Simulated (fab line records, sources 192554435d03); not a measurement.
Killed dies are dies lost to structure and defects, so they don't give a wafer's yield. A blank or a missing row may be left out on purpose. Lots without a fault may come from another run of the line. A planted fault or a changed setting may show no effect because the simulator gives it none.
fab line records | flow n5_finfet
record lots=24 wafers=72 last_day=18
route steps=1938 shown BEOL_M9@1438 BEOL_M10@1490
lots that met no fault: from a run of the same line without faults
start_h: hours from the record's first day to the start of the lot's first wafer shown | wait_h: hours since the lot's step before | " the same as in the row above | L1.1+2: a row that stands for several wafers | - no value, or no start given | * or withheld: withheld | < > ~ a bound
route shown NAME@n: a module of which the file shows steps, and the number in the route of the first | usual: mean/standard deviation of fault-free wafers | same: alike in all rows | chamber/n: place in a boat | sites: the reading at each site | _std_site: their standard deviation | _edge_site: outer sites' mean less inner sites' | radius_mm: how far each site lies from the wafer's centre | mask NAME#n: copy n | behind: the tool/chamber that last shaped the wafer | hold: why the lot was held/for how many hours/how that ended | device: the transistor (n, p or np) that didn't switch | end of line: the same wafers' tests at the end of the route | a step without rows: its recipe alone | killed: dies lost to structure and defects at the first sort, not the wafer's yield | map: a wafer's dies, x killed, . not, _ none there
set.NAME: the setting as run; set.NAME@STEP: as run at that earlier step | model.NAME: the simulator's own value behind a step, which no gauge read
steps of the route over a sample of lots; a table a step, a row a wafer
services: from which hour (start_h, from the record's first day; less than 0 if before it) a tool's chamber was out of use, for how many hours, and why
## steps
# step N5_BEOL_M9_ETCH_76
# recipe chemistry=N2/H2 target=underlayer target_depth_a=65 mask_material=CAR-EUV time_s=5.2 ion_energy_ev=200 pressure_mtorr=30 source_w=840 bias_w=150 n2_flow_sccm=200 h2_flow_sccm=200 ends=cleared
# usual drypump_motor_current_A=5.9/0.58 etch_rf_on_time_s=5.22/0.11 n2_flow_sccm=200.0/0.69 oes_product_au=0.69/0.071 rf_vpp_V=523.8/2.4 showerhead_plenum_p_Torr=2.54/0.075 throttle_valve_pct=17.90/0.26
# columns lot.wafer tool chamber start_h wait_h drypump_motor_current_A etch_rf_on_time_s n2_flow_sccm oes_product_au rf_hours_counter_h rf_vpp_V showerhead_plenum_p_Torr throttle_valve_pct
L074.1 rie_diel-01 3 210.47 0.0 6.4 5.20 199.7 0.73 65 521.9 2.48 17.71
L074.4 " 1 " " 5.2 5.23 198.8 0.60 218 522.5 2.51 18.22
L074.5 " 3 " " 6.4 5.26 200.1 0.73 - 520.5 2.48 17.68
L075.4 rie_diel-03 0 214.28 0.0 5.0 5.16 199.6 0.72 77 524.3 2.57 17.39
L075.5 " 2 " " 5.5 5.42 200.9 0.58 - 519.2 2.40 18.01
L075.6 " 1 " " 5.3 5.02 200.9 0.64 - 523.4 2.53 17.73
L076.2 rie_diel-04 0 220.58 0.0 5.8 5.09 200.3 0.83 1 524.6 2.62 18.07
L076.3 " 3 " " 6.6 5.30 199.6 0.62 200 521.2 2.42 18.18
L076.4 " 1 " " 6.5 5.29 200.7 0.65 118 524.9 2.54 17.86
L077.1 rie_diel-04 3 224.61 0.0 6.6 5.30 199.3 0.60 202 518.3 2.42 18.19
L077.2 " 0 " " 5.7 5.08 200.4 0.83 3 525.6 2.61 18.05
L077.4 " 2 " " 5.7 5.35 199.1 0.71 - 526.5 2.61 18.08
L078.1 rie_diel-01 3 230.68 0.0 6.4 5.16 199.6 0.73 72 522.1 2.48 17.70
L078.4 " 1 " " 5.2 5.18 199.8 0.60 225 524.0 2.51 18.21
L078.6 " 0 " " 4.7 5.13 198.8 0.74 - 526.2 2.57 17.61
L079.1 rie_diel-01 1 231.11 0.0 5.2 5.24 201.5 0.60 225 522.7 2.51 18.23
L079.3 " 3 " " 6.4 5.24 199.9 0.73 72 522.6 2.48 17.72
L079.6 " 2 " " 6.1 4.98 199.3 0.80 - 522.8 2.50 17.55
L081.2 rie_diel-03 2 248.59 0.0 5.6 5.40 201.4 0.57 243 520.5 2.39 18.06
L081.3 " 3 " " 6.2 5.30 200.6 0.59 222 526.4 2.61 17.76
L081.5 " 1 " " 5.3 5.08 200.1 0.63 - 521.6 2.53 17.77
L080.3 rie_diel-04 3 249.12 0.0 6.7 5.36 199.6 0.60 211 518.9 2.42 18.19
L080.4 " 0 " " 5.7 5.09 199.5 0.80 12 528.2 2.61 18.07
L080.5 " 0 " " 5.7 5.09 200.9 0.80 - 523.7 2.61 18.08
L082.3 rie_diel-04 1 258.47 0.0 6.5 5.29 199.5 0.65 126 522.9 2.54 17.87
L082.4 " 3 " " 6.6 5.36 199.5 0.59 214 520.4 2.42 18.20
L082.5 " 3 " " 6.6 5.30 200.3 0.60 - 521.8 2.42 18.22
L084.2 rie_diel-04 1 269.12 0.0 6.5 5.27 201.5 0.66 128 524.8 2.54 17.88
L084.3 " 0 " " 5.7 5.12 199.4 0.79 17 524.8 2.61 18.07
L084.6 " 1 " " 6.5 5.25 200.5 0.65 - 526.0 2.54 17.85
L083.2 rie_diel-04 1 269.54 0.0 6.5 5.27 199.5 0.65 128 523.8 2.54 17.86
L083.5 " 3 " " 6.6 5.30 200.1 0.59 - 521.3 2.42 18.22
L083.6 " 2 " " 5.7 5.31 199.2 0.70 - 525.0 2.60 18.13
L086.1 rie_diel-04 1 275.43 0.0 6.6 5.21 199.7 0.66 129 526.0 2.54 17.85
L086.3 " 3 " " 6.6 5.28 200.4 0.59 217 520.4 2.42 18.21
L086.5 " 0 " " 5.7 5.04 199.8 0.78 - 525.9 2.61 18.08
L085.2 rie_diel-04 0 283.85 0.0 5.8 5.10 198.9 0.78 20 527.2 2.61 18.07
L085.5 " 0 " " 5.8 5.08 199.3 0.77 - 527.5 2.61 18.10
L085.6 " 1 " " 6.6 5.24 199.8 0.65 - 522.0 2.54 17.86
L087.1 rie_diel-03 2 299.64 0.0 5.5 5.24 200.1 0.81 7 528.5 2.71 17.56
L087.5 " 3 " " 6.3 5.28 198.7 0.60 - 527.4 2.60 17.80
L087.6 " 0 " " 5.0 5.18 199.5 0.69 - 523.2 2.56 17.46
L090.2 rie_diel-01 0 308.88 0.0 4.8 5.17 200.6 0.71 82 524.3 2.56 17.66
L090.3 " 1 " " 5.2 5.28 199.9 0.57 245 523.6 2.50 18.24
L090.5 " 3 " " 6.4 5.21 200.8 0.71 - 520.4 2.47 17.74
L088.1 rie_diel-04 0 308.92 0.0 5.8 5.08 200.2 0.75 27 526.1 2.60 18.10
L088.3 " 1 " " 6.5 5.30 201.0 0.65 139 521.4 2.53 17.86
L088.4 " 3 " " 6.6 5.36 200.7 0.59 227 518.8 2.41 18.22
L091.2 rie_diel-03 2 311.28 0.0 5.5 5.31 199.5 0.79 12 527.1 2.70 17.56
L091.3 " 0 " " 5.0 5.21 198.9 0.68 111 526.2 2.56 17.49
L091.6 " 2 " " 5.5 5.32 199.1 0.77 - 529.1 2.70 17.56
L089.1 rie_diel-04 1 311.32 0.0 6.5 5.29 200.1 0.64 140 525.9 2.53 17.88
L089.4 " 2 " " 5.7 5.33 199.3 0.70 60 523.4 2.60 18.14
L089.5 " 1 " " 6.5 5.26 199.3 0.65 - 526.0 2.53 17.88
L093.3 rie_diel-04 0 333.04 0.0 5.7 5.10 200.7 0.76 34 527.5 2.60 18.10
L093.4 " 2 " " 5.7 5.35 199.5 0.69 - 524.1 2.60 18.15
L093.6 " 3 " " 6.6 5.31 199.5 0.59 - 518.7 2.41 18.24
L094.1 rie_diel-01 3 333.28 0.0 6.4 5.25 200.2 0.70 100 523.2 2.46 17.78
L094.5 " 0 " " 4.8 5.27 201.1 0.70 - 525.1 2.56 17.65
L094.6 " 2 " " 6.1 5.09 199.4 0.75 - 521.3 2.49 17.58
L092.1 rie_diel-01 2 333.91 0.0 6.2 5.08 200.1 0.75 60 522.3 2.49 17.57
L092.2 " 3 " " 6.4 5.21 200.0 0.69 100 522.4 2.46 17.74
L092.3 " 0 " " 4.8 5.18 200.8 0.70 88 525.9 2.56 17.65
L095.2 rie_diel-04 3 344.74 0.0 6.6 5.37 198.4 0.58 237 519.7 2.41 18.24
L095.3 " 0 " " 5.7 5.15 199.0 0.74 38 525.3 2.60 18.12
L095.4 " 2 " " 5.7 5.34 200.1 0.69 69 523.7 2.59 18.14
L096.2 rie_diel-04 3 362.95 0.0 6.6 5.32 199.8 0.58 242 518.1 2.41 18.27
L096.4 " 0 " " 5.8 5.04 199.6 0.73 44 522.0 2.60 18.12
L096.6 " 0 " " 5.7 5.05 200.4 0.75 - 525.4 2.60 18.14
L097.3 rie_diel-03 1 363.27 0.0 5.3 5.10 200.1 0.63 211 524.6 2.52 17.78
L097.5 " 3 " " 6.3 5.15 200.4 0.83 - 526.4 2.59 17.38
L097.6 " 2 " " 5.5 5.24 200.0 0.76 - 526.1 2.69 17.56
# step N5_BEOL_M9_STRIP_36
# recipe chemistry=N2/H2 power_w=450 temp_c=40 pressure_mtorr=20 rf_frequency_hz=6e+07 overash_fraction=0.3 bias_power_w=7 h2_frac=0.5 n2_flow_sccm=200 h2_flow_sccm=200
# usual drypump_motor_current_A=5.9/0.58 n2_flow_sccm=200.1/0.61 oes_product_au=0.81/0.086 rf_vpp_V=59.3/1.4 showerhead_plenum_p_Torr=2.54/0.075 throttle_valve_pct=23.7/0.32
# columns lot.wafer tool chamber start_h wait_h drypump_motor_current_A n2_flow_sccm oes_product_au rf_hours_counter_h rf_vpp_V showerhead_plenum_p_Torr throttle_valve_pct
L074.1 rie_diel-01 3 210.68 0.0 6.4 200.3 0.88 65 60.1 2.47 23.5
L074.4 " 1 " " 5.2 199.6 0.71 218 59.4 2.51 23.9
L074.5 " 3 " " 6.4 200.1 0.88 - 59.0 2.48 23.5
L075.4 rie_diel-03 0 214.49 0.0 5.0 200.3 0.85 77 58.4 2.57 23.2
L075.5 " 2 " " 5.5 199.3 0.67 - 57.5 2.39 23.8
L075.6 " 1 " " 5.3 199.9 0.75 - 61.6 2.53 23.6
L076.2 rie_diel-04 0 220.79 0.0 5.7 201.8 0.99 1 61.7 2.61 23.9
L076.3 " 3 " " 6.6 199.8 0.70 200 57.3 2.42 23.9
L076.4 " 1 " " 6.5 200.0 0.80 118 58.1 2.54 23.7
L077.1 rie_diel-04 3 224.82 0.0 6.7 199.6 0.71 202 60.3 2.42 23.9
L077.2 " 0 " " 5.8 200.5 0.96 3 59.3 2.61 23.9
L077.4 " 2 " " 5.7 200.1 0.88 - 58.5 2.60 24.1
L078.1 rie_diel-01 3 230.89 0.0 6.4 201.1 0.87 72 60.7 2.47 23.5
L078.4 " 1 " " 5.2 199.3 0.70 225 57.3 2.50 24.0
L078.6 " 0 " " 4.8 198.6 0.86 - 61.0 2.56 23.4
L079.1 rie_diel-01 1 231.32 0.0 5.2 200.6 0.70 225 60.5 2.50 24.0
L079.3 " 3 " " 6.3 200.8 0.85 72 58.2 2.47 23.5
L079.6 " 2 " " 6.1 200.4 0.93 - 60.1 2.50 23.3
L081.2 rie_diel-03 2 248.80 0.0 5.5 200.7 0.67 244 60.0 2.39 23.8
L081.3 " 3 " " 6.3 199.8 0.70 222 62.0 2.61 23.3
L081.5 " 1 " " 5.3 199.6 0.72 - 57.4 2.52 23.6
L080.3 rie_diel-04 3 249.32 0.0 6.6 199.7 0.69 211 60.5 2.42 24.0
L080.4 " 0 " " 5.7 199.7 0.94 12 57.3 2.61 23.9
L080.5 " 0 " " 5.7 200.3 0.92 - 60.9 2.61 23.9
L082.3 rie_diel-04 1 258.67 0.0 6.5 199.1 0.77 126 58.7 2.54 23.7
L082.4 " 3 " " 6.6 200.4 0.69 214 58.2 2.42 23.9
L082.5 " 3 " " 6.6 200.8 0.69 - 61.0 2.42 23.9
L084.2 rie_diel-04 1 269.32 0.0 6.6 200.3 0.77 128 61.6 2.53 23.8
L084.3 " 0 " " 5.7 199.2 0.92 17 61.8 2.60 23.9
L084.6 " 1 " " 6.6 200.3 0.79 - 59.2 2.54 23.7
L083.2 rie_diel-04 1 269.75 0.0 6.5 199.3 0.78 128 64.4 2.53 23.7
L083.5 " 3 " " 6.6 201.4 0.70 - 60.9 2.41 23.9
L083.6 " 2 " " 5.7 199.3 0.84 - 59.3 2.60 24.2
L086.1 rie_diel-04 1 275.63 0.0 6.5 200.4 0.78 129 59.1 2.53 23.7
L086.3 " 3 " " 6.6 199.8 0.69 218 57.8 2.41 23.9
L086.5 " 0 " " 5.7 199.7 0.91 - 58.2 2.60 23.9
L085.2 rie_diel-04 0 284.06 0.0 5.7 199.4 0.91 21 59.6 2.60 23.9
L085.5 " 0 " " 5.7 199.7 0.91 - 56.4 2.60 23.9
L085.6 " 1 " " 6.5 200.1 0.78 - 61.8 2.53 23.7
L087.1 rie_diel-03 2 299.84 0.0 5.5 200.1 0.96 7 57.9 2.70 23.2
L087.5 " 3 " " 6.2 200.2 0.69 - 58.7 2.60 23.3
L087.6 " 0 " " 5.0 199.5 0.83 - 57.3 2.56 23.2
L090.2 rie_diel-01 0 309.09 0.0 4.8 199.6 0.84 82 59.4 2.56 23.4
L090.3 " 1 " " 5.2 199.3 0.68 245 60.4 2.50 24.0
L090.5 " 3 " " 6.3 200.6 0.83 - 60.2 2.46 23.6
L088.1 rie_diel-04 0 309.13 0.0 5.8 200.1 0.90 27 58.0 2.60 23.9
L088.3 " 1 " " 6.5 199.6 0.77 139 60.7 2.53 23.7
L088.4 " 3 " " 6.6 200.1 0.70 228 56.7 2.41 23.9
L091.2 rie_diel-03 2 311.48 0.0 5.5 200.2 0.92 12 62.3 2.70 23.3
L091.3 " 0 " " 5.0 200.5 0.80 111 59.2 2.55 23.2
L091.6 " 2 " " 5.5 200.2 0.92 - 57.7 2.70 23.3
L089.1 rie_diel-04 1 311.52 0.0 6.5 200.8 0.76 140 58.7 2.53 23.8
L089.4 " 2 " " 5.7 200.8 0.83 60 60.2 2.59 24.2
L089.5 " 1 " " 6.5 200.6 0.77 - 59.8 2.53 23.8
L093.3 rie_diel-04 0 333.25 0.0 5.7 200.0 0.87 35 60.0 2.60 24.0
L093.4 " 2 " " 5.7 199.6 0.81 - 58.9 2.59 24.2
L093.6 " 3 " " 6.6 199.6 0.67 - 58.6 2.41 24.0
L094.1 rie_diel-01 3 333.49 0.0 6.4 199.6 0.83 100 58.3 2.46 23.6
L094.5 " 0 " " 4.7 200.9 0.83 - 60.3 2.55 23.4
L094.6 " 2 " " 6.1 200.4 0.89 - 59.3 2.49 23.3
L092.1 rie_diel-01 2 334.12 0.0 6.1 200.4 0.89 60 59.4 2.49 23.3
L092.2 " 3 " " 6.4 200.4 0.83 100 60.4 2.46 23.6
L092.3 " 0 " " 4.8 199.7 0.83 88 58.9 2.55 23.4
L095.2 rie_diel-04 3 344.95 0.0 6.6 200.0 0.68 237 56.6 2.41 24.0
L095.3 " 0 " " 5.8 198.9 0.88 38 59.2 2.59 23.9
L095.4 " 2 " " 5.7 198.9 0.82 69 58.5 2.59 24.2
L096.2 rie_diel-04 3 363.16 0.0 6.6 200.4 0.68 243 59.0 2.40 24.0
L096.4 " 0 " " 5.8 200.7 0.86 44 60.5 2.59 24.0
L096.6 " 0 " " 5.7 201.3 0.88 - 59.1 2.59 23.9
L097.3 rie_diel-03 1 363.48 0.0 5.3 199.5 0.71 211 59.5 2.52 23.6
L097.5 " 3 " " 6.3 199.7 0.99 - 58.8 2.59 23.1
L097.6 " 2 " " 5.5 199.9 0.89 - 62.0 2.69 23.3
# step N5_BEOL_M9_OCD_MEAS_38
# usual trench_depth_nm=151/3
# columns lot.wafer tool chamber start_h wait_h trench_depth_nm
L074.1 ocd-01 - 210.90 - 150
L074.4 " - " " 151
L074.5 " - " " 151
L075.4 ocd-02 - 214.71 - 154
L075.5 " - " " 146
L075.6 " - " " 155
L076.2 ocd-01 - 221.00 - 157
L076.3 " - " " 150
L076.4 " - " " 152
L077.1 ocd-02 - 225.03 - 148
L077.2 " - " " 156
L077.4 " - " " 151
L078.1 ocd-02 - 231.10 - 151
L078.4 " - " " 148
L078.6 " - " " 152
L079.1 ocd-01 - 231.53 - 151
L079.3 " - " " 151
L079.6 " - " " 158
L081.2 ocd-01 - 249.01 - 146
L081.3 " - " " 148
L081.5 " - " " 153
L080.3 ocd-01 - 249.54 - 146
L080.4 " - " " 154
L080.5 " - " " 152
L082.3 ocd-01 - 258.89 - 150
L082.4 " - " " 148
L082.5 " - " " 148
L084.2 ocd-01 - 269.54 - 150
L084.3 " - " " 156
L084.6 " - " " 149
L083.2 ocd-02 - 269.97 - 148
L083.5 " - " " 147
L083.6 " - " " 148
L086.1 ocd-02 - 275.85 - 150
L086.3 " - " " 146
L086.5 " - " " 153
L085.2 ocd-02 - 284.27 - 153
L085.5 " - " " 154
L085.6 " - " " 148
L087.1 ocd-01 - 300.06 - 150
L087.5 " - " " 146
L087.6 " - " " 150
L090.2 ocd-01 - 309.31 - 152
L090.3 " - " " 149
L090.5 " - " " 151
L088.1 ocd-02 - 309.35 - 156
L088.3 " - " " 150
L088.4 " - " " 147
L091.2 ocd-01 - 311.70 - 151
L091.3 " - " " 152
L091.6 " - " " 151
L089.1 ocd-01 - 311.74 - 150
L089.4 " - " " 148
L089.5 " - " " 150
L093.3 ocd-02 - 333.47 - 153
L093.4 " - " " 149
L093.6 " - " " 148
L094.1 ocd-01 - 333.70 - 151
L094.5 " - " " 151
L094.6 " - " " 157
L092.1 ocd-02 - 334.33 - 157
L092.2 " - " " 152
L092.3 " - " " 152
L095.2 ocd-02 - 345.16 - 147
L095.3 " - " " 154
L095.4 " - " " 148
L096.2 ocd-01 - 363.38 - 147
L096.4 " - " " 155
L096.6 " - " " 157
L097.3 ocd-01 - 363.70 - 152
L097.5 " - " " 153
L097.6 " - " " 152
# step N5_BEOL_M10_STRIP_67
# recipe chemistry=CF4 resist=SiARC power_w=300 bias_power_w=75 pressure_mtorr=50 cf4_flow_sccm=150 rf_frequency_hz=6e+07
# usual drypump_motor_current_A=5.9/0.57 oes_product_au=0.81/0.084 rf_vpp_V=270.9/1.7 showerhead_plenum_p_Torr=1.78/0.062 throttle_valve_pct=13.52/0.26
# columns lot.wafer tool chamber start_h wait_h drypump_motor_current_A oes_product_au rf_hours_counter_h rf_vpp_V showerhead_plenum_p_Torr throttle_valve_pct
L074.1 rie_diel-06 0 216.21 0.0 4.9 0.70 228 270.8 1.70 14.04
L074.4 " 2 " " 6.2 0.89 39 269.7 1.77 13.49
L074.5 " 2 " " 6.2 0.89 - 269.6 1.77 13.53
L075.4 rie_diel-06 3 223.14 0.0 6.5 0.72 - 272.2 1.84 13.76
L075.5 " 2 " " 6.2 0.88 - 271.6 1.77 13.52
L075.6 " 1 " " 5.9 0.93 - 273.1 1.91 13.16
L076.2 rie_diel-06 2 226.39 0.0 6.3 0.88 44 269.9 1.77 13.53
L076.3 " 3 " " 6.5 0.72 199 272.9 1.84 13.77
L076.4 " 3 " " 6.4 0.72 - 270.0 1.84 13.76
L077.1 rie_diel-06 2 229.32 0.0 6.2 0.88 45 270.3 1.77 13.53
L077.2 " 0 " " 4.9 0.70 230 268.3 1.70 14.03
L077.4 " 3 " " 6.4 0.72 200 272.1 1.84 13.78
L078.1 rie_diel-02 3 235.50 0.0 5.9 0.69 241 270.8 1.78 13.92
L078.4 " 2 " " 6.2 0.77 111 268.9 1.74 13.62
L078.6 " 1 " " 5.5 0.85 - 271.6 1.75 13.13
L079.1 rie_diel-05 2 239.11 0.0 6.5 0.70 226 269.2 1.78 13.78
L079.3 " 3 " " 4.9 0.81 64 270.1 1.74 13.04
L079.6 " 1 " " 6.4 0.87 - 270.6 1.76 13.44
L081.2 rie_diel-06 3 253.35 0.0 6.5 0.72 208 274.3 1.84 13.80
L081.3 " 2 " " 6.2 0.86 53 270.7 1.77 13.55
L081.5 " 0 " " 4.9 0.69 - 269.7 1.70 14.04
L080.3 rie_diel-02 0 256.45 0.0 5.0 0.83 75 268.6 1.74 13.37
L080.4 " 1 " " 5.5 0.83 64 270.5 1.75 13.17
L080.5 " 2 " " 6.2 0.76 - 270.4 1.74 13.64
L082.3 rie_diel-05 1 265.37 0.0 6.3 0.87 65 270.6 1.76 13.47
L082.4 " 2 " " 6.6 0.68 - 271.5 1.78 13.81
L082.5 " 1 " " 6.3 0.86 - 270.1 1.75 13.46
L084.2 rie_diel-06 2 277.04 0.0 6.2 0.86 61 270.5 1.77 13.55
L084.3 " 1 " " 5.9 0.89 37 273.0 1.90 13.24
L084.6 " 1 " " 5.9 0.89 - 274.4 1.90 13.23
L083.2 rie_diel-02 3 277.25 0.0 6.0 0.97 2 270.8 1.78 13.39
L083.5 " 0 " " 5.0 0.83 - 269.5 1.74 13.37
L083.6 " 3 " " 6.0 0.96 - 271.0 1.78 13.40
L086.1 rie_diel-05 1 284.34 0.0 6.4 0.86 72 270.4 1.75 13.48
L086.3 " 0 " " 6.0 0.74 166 269.8 1.71 13.49
L086.5 " 1 " " 6.4 0.85 - 270.1 1.75 13.49
L085.2 rie_diel-06 3 290.38 0.0 6.4 0.71 219 273.6 1.84 13.80
L085.5 " 1 " " 5.9 0.89 - 273.5 1.90 13.24
L085.6 " 2 " " 6.2 0.85 - 269.5 1.77 13.59
L087.1 rie_diel-05 2 305.61 0.0 6.6 0.68 248 271.1 1.77 13.84
L087.5 " 1 " " 6.4 0.84 - 271.0 1.75 13.50
L087.6 " 0 " " 6.0 0.73 - 270.4 1.71 13.53
L090.2 rie_diel-06 2 313.37 0.0 6.2 0.84 75 269.8 1.76 13.60
L090.3 " 3 " " 6.5 0.70 230 272.9 1.83 13.83
L090.5 " 3 " " 6.4 0.70 - 272.6 1.83 13.84
L088.1 rie_diel-05 0 314.54 0.0 6.0 0.73 174 269.1 1.71 13.53
L088.3 " 1 " " 6.3 0.84 84 271.0 1.75 13.51
L088.4 " 3 " " 4.9 0.78 - 270.7 1.73 13.13
L091.2 rie_diel-06 2 317.42 0.0 6.2 0.84 77 270.1 1.76 13.60
L091.3 " 0 " " 4.9 0.98 0 273.9 1.90 13.48
L091.6 " 3 " " 6.5 0.70 - 272.2 1.83 13.82
L089.1 rie_diel-02 1 317.63 0.0 5.5 0.80 86 270.0 1.75 13.20
L089.4 " 2 " " 6.3 0.74 141 268.4 1.73 13.70
L089.5 " 0 " " 5.1 0.81 - 270.3 1.74 13.38
L093.3 rie_diel-02 1 339.77 0.0 5.5 0.79 92 270.2 1.74 13.22
L093.4 " 2 " " 6.3 0.73 148 269.9 1.73 13.71
L093.6 " 1 " " 5.5 0.80 - 268.6 1.74 13.21
L094.1 rie_diel-05 1 339.98 0.0 6.3 0.83 94 269.4 1.75 13.53
L094.5 " 1 " " 6.3 0.83 - 269.8 1.75 13.52
L094.6 " 0 " " 6.0 0.72 - 269.9 1.71 13.54
L092.1 rie_diel-06 1 340.01 0.0 5.9 0.86 60 273.3 1.89 13.27
L092.2 " 2 " " 6.2 0.82 83 270.0 1.76 13.61
L092.3 " 0 " " 4.9 0.93 6 274.0 1.90 13.51
L095.2 rie_diel-06 3 351.82 0.0 6.4 0.69 240 272.0 1.83 13.87
L095.3 " 1 " " 5.9 0.85 64 274.7 1.89 13.29
L095.4 " 0 " " 4.9 0.92 10 273.4 1.90 13.50
L096.2 rie_diel-02 3 370.74 0.0 6.0 0.89 32 268.4 1.77 13.45
L096.4 " 1 " " 5.5 0.79 104 271.0 1.74 13.25
L096.6 " 3 " " 5.9 0.88 - 269.9 1.77 13.44
L097.3 rie_diel-05 0 371.06 0.0 6.0 0.72 196 270.1 1.70 13.58
L097.5 " 2 " " 6.6 0.93 - 270.2 1.77 13.30
L097.6 " 1 " " 6.4 0.82 - 270.1 1.74 13.54
# step N5_BEOL_M10_CD_MEAS_18
# recipe pitch_nm=140 target_cd_nm=70
# usual cd_nm=70.2/0.61
# columns lot.wafer tool chamber start_h wait_h cd_nm
L074.1 cd_sem-01 - 216.43 0.0 70.3
L074.4 " - " " 70.0
L074.5 " - " " 69.8
L075.4 cd_sem-02 - 223.40 0.0 69.0
L075.5 " - " " 70.1
L075.6 " - " " 70.0
L076.2 cd_sem-03 - 226.62 0.1 70.6
L076.3 " - " " 70.7
L076.4 " - " " 69.9
L077.1 cd_sem-03 - 229.54 0.0 70.6
L077.2 " - " " 70.4
L077.4 " - " " 70.8
L078.1 cd_sem-02 - 235.76 0.0 70.4
L078.4 " - " " 70.2
L078.6 " - " " 70.4
L079.1 cd_sem-01 - 239.34 0.0 69.3
L079.3 " - " " 69.6
L079.6 " - " " 69.8
L081.2 cd_sem-03 - 253.58 0.1 70.4
L081.3 " - " " 69.7
L081.5 " - " " 70.7
L080.3 cd_sem-03 - 256.68 0.1 70.0
L080.4 " - " " 68.9
L080.5 " - " " 69.1
L082.3 cd_sem-01 - 265.62 0.1 70.3
L082.4 " - " " 70.1
L082.5 " - " " 69.8
L084.2 cd_sem-01 - 277.27 0.1 70.4
L084.3 " - " " 70.5
L084.6 " - " " 70.4
L083.2 cd_sem-03 - 277.47 0.1 69.9
L083.5 " - " " 69.6
L083.6 " - " " 70.2
L086.1 cd_sem-01 - 284.61 0.0 70.1
L086.3 " - " " 70.1
L086.5 " - " " 69.7
L085.2 cd_sem-01 - 290.60 0.1 70.7
L085.5 " - " " 71.0
L085.6 " - " " 70.2
L087.1 cd_sem-02 - 305.83 0.0 68.8
L087.5 " - " " 70.0
L087.6 " - " " 70.8
L090.2 cd_sem-02 - 313.82 0.1 70.1
L090.3 " - " " 70.4
L090.5 " - " " 71.3
L088.1 cd_sem-03 - 314.76 0.0 69.8
L088.3 " - " " 70.4
L088.4 " - " " 70.1
L091.2 cd_sem-02 - 317.67 0.1 70.8
L091.3 " - " " 70.9
L091.6 " - " " 70.4
L089.1 cd_sem-02 - 317.96 0.0 69.9
L089.4 " - " " 69.4
L089.5 " - " " 69.5
L093.3 cd_sem-02 - 340.07 0.1 70.6
L093.4 " - " " 70.3
L093.6 " - " " 70.9
L094.1 cd_sem-03 - 340.20 0.0 69.7
L094.5 " - " " 69.2
L094.6 " - " " 69.6
L092.1 cd_sem-01 - 340.34 0.0 70.6
L092.2 " - " " 71.4
L092.3 " - " " 71.7
L095.2 cd_sem-01 - 352.16 0.1 70.5
L095.3 " - " " 69.9
L095.4 " - " " 71.0
L096.2 cd_sem-03 - 371.03 0.1 69.5
L096.4 " - " " 69.1
L096.6 " - " " 68.7
L097.3 cd_sem-01 - 371.41 0.1 70.5
L097.5 " - " " 70.1
L097.6 " - " " 69.7
# step N5_BEOL_M10_OVL_MEAS_29
# recipe points_per_wafer=44
# usual V9_OVL=-0.3/0.69
# columns lot.wafer tool chamber start_h wait_h V9_OVL[nm]
L074.1 overlay-01 0 217.66 0.0 -1.4
L074.4 " 0 " " -0.4
L074.5 " 0 " " -0.8
L075.4 overlay-02 0 224.95 0.0 -0.3
L075.5 " 0 " " -0.7
L075.6 " 0 " " 0.1
L076.2 overlay-02 0 226.94 0.0 0.8
L076.3 " 0 " " 0.6
L076.4 " 0 " " 0.7
L077.1 overlay-01 0 230.44 0.0 -0.3
L077.2 " 0 " " 0.9
L077.4 " 0 " " 0.9
L078.1 overlay-02 0 238.03 0.0 -0.7
L078.4 " 0 " " -0.7
L078.6 " 0 " " 0.2
L079.1 overlay-01 0 239.77 0.0 -0.6
L079.3 " 0 " " -1.0
L079.6 " 0 " " -1.7
L081.2 overlay-02 0 254.87 0.0 -0.5
L081.3 " 0 " " -0.3
L081.5 " 0 " " -0.1
L080.3 overlay-02 0 258.45 0.0 1.2
L080.4 " 0 " " 0.3
L080.5 " 0 " " 0.6
L082.3 overlay-02 0 268.74 0.0 -1.0
L082.4 " 0 " " -0.6
L082.5 " 0 " " -0.5
L084.2 overlay-02 0 281.99 0.0 0.1
L084.3 " 0 " " 0.8
L084.6 " 0 " " -0.3
L083.2 overlay-01 0 282.16 0.0 1.0
L083.5 " 0 " " 0.8
L083.6 " 0 " " 0.5
L086.1 overlay-01 0 285.62 0.0 0.1
L086.3 " 0 " " 0.2
L086.5 " 0 " " -0.2
L085.2 overlay-02 0 291.68 0.0 0.1
L085.5 " 0 " " -0.4
L085.6 " 0 " " 0.4
L087.1 overlay-02 0 306.27 0.0 -0.3
L087.5 " 0 " " -0.4
L087.6 " 0 " " 1.0
L090.2 overlay-01 0 316.07 0.0 -0.9
L090.3 " 0 " " -2.1
L090.5 " 0 " " -1.6
L088.1 overlay-02 0 316.24 0.0 0.2
L088.3 " 0 " " 0.0
L088.4 " 0 " " 0.6
L091.2 overlay-02 0 322.17 0.0 0.5
L091.3 " 0 " " 0.2
L091.6 " 0 " " 0.0
L089.1 overlay-01 0 322.36 0.0 -1.1
L089.4 " 0 " " -1.8
L089.5 " 0 " " 0.1
L093.3 overlay-02 0 340.48 0.0 -0.8
L093.4 " 0 " " -0.9
L093.6 " 0 " " -0.9
L092.1 overlay-01 0 340.80 0.0 -0.9
L092.2 " 0 " " -1.7
L092.3 " 0 " " -0.3
L094.1 overlay-01 0 340.99 0.0 -0.3
L094.5 " 0 " " 0.3
L094.6 " 0 " " 0.7
L095.2 overlay-02 0 353.67 0.0 -0.1
L095.3 " 0 " " 0.1
L095.4 " 0 " " 0.3
L097.3 overlay-01 0 372.22 0.0 0.5
L097.5 " 0 " " 0.1
L097.6 " 0 " " -0.3
L096.2 overlay-01 0 372.56 0.0 -0.4
L096.4 " 0 " " -0.1
L096.6 " 0 " " 0.0
## services
# columns tool chamber start_h hours kind
rie_diel-04 0 197.34 - clean
rie_diel-04 0 197.34 - consumable_replace:focus_ring
rie_diel-04 0 197.34 18.8 scheduled_down
rie_diel-04 0 197.34 18.8 vent_cycle
rie_diel-06 2 197.89 1.5 repair
rie_diel-02 1 198.27 1.6 repair
rie_diel-06 0 220.63 6.6 repair
rie_diel-04 1 221.30 13.8 repair
rie_diel-02 - 229.71 0.5 repair
rie_diel-01 1 240.27 4.0 repair
rie_diel-05 0 258.19 9.4 repair
rie_diel-02 0 264.49 9.9 repair
rie_diel-04 2 273.35 7.5 repair
rie_diel-06 0 287.32 - clean
rie_diel-06 0 287.32 - consumable_replace:focus_ring
rie_diel-05 0 307.30 4.3 repair
rie_diel-01 1 324.46 - clean
rie_diel-01 1 324.46 - consumable_replace:focus_ring
rie_diel-01 1 324.46 33.2 scheduled_down
rie_diel-01 1 324.46 33.2 vent_cycle
rie_diel-06 3 328.29 2.5 repair
rie_diel-04 1 328.93 6.7 repair
rie_diel-01 3 357.36 12.1 repair
rie_diel-01 2 358.45 3.4 repair
## key
fault none
